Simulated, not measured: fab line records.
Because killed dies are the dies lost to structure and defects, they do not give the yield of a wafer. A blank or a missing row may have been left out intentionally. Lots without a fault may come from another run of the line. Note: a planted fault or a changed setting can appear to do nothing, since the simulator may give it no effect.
Matching of chambers	flow n5 finfet	4 sister chambers for N5_HKMG_FIN_ALD_75 on ald hk-02
The step deposits Al2O3, target thk 1 nm, co reactant pulse time 1 s. 18 wafers are shown with their chamber, then 9 later ones without.

WAFERS WITH THEIR CHAMBER
wafer	chamber	heater power w (W)	precursor pulse height rel
L076.2	3	137	0.984
L076.4	1	139	1.001
L076.5	2	162	1.055
L078.1	0	133	0.982
L078.4	1	144	1.009
L078.5	1	146	1.001
L081.1	3	140	0.996
L081.2	1	137	0.977
L081.3	2	156	1.012
L084.1	2	159	1.003
L084.3	0	128	0.992
L084.6	3	136	1.032
L085.2	1	140	1.026
L085.5	0	137	0.963
L085.6	3	137	0.975
L086.3	1	143	0.956
L086.4	3	138	0.979
L086.5	0	133	1.003

SIGNATURES (means of the wafers above)
reading	chamber 0	chamber 1	chamber 2	chamber 3	scatter within a chamber
heater power w	132.75	141.50	159.00	137.60	2.99
precursor pulse height rel	0.98500	0.99500	1.02333	0.99320	0.0233
Rule: for a wafer and a chamber, the distance is found by dividing, reading by reading, the gap between the wafer's reading and the chamber's mean by the reading's scatter, squaring, summing and taking the root. If the next closest chamber is less than 2 further off than the closest, the wafer can't be placed; otherwise it belongs to the closest. The scatter: take each reading less its chamber's mean, square it, sum over the shown wafers, divide by the number of wafers less the number of chambers, and take the root.

WAFERS WITH NO CHAMBER GIVEN
wafer	heater power w (W)	precursor pulse height rel
L089.1	162	0.969
L089.2	140	1.019
L089.4	138	0.986
L094.1	131	0.983
L094.2	163	0.973
L094.3	144	0.959
L096.1	137	1.016
L096.3	162	0.992
L096.4	130	0.984

CHAMBER TAKEN BY EACH
wafer	from the rows above	in truth
L089.1	2	2
L089.2	can't be placed: 1 or 3 or 0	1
L089.4	can't be placed: 3 or 1 or 0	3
L094.1	can't be placed: 0 or 3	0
L094.2	2	2
L094.3	can't be placed: 1 or 3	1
L096.1	can't be placed: 3 or 1 or 0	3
L096.3	2	2
L096.4	can't be placed: 0 or 3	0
Correctly placed: 3 of 9. From these rows, 6 cannot be placed; in 6 the true chamber is one of the candidates. 0 placed wrongly.
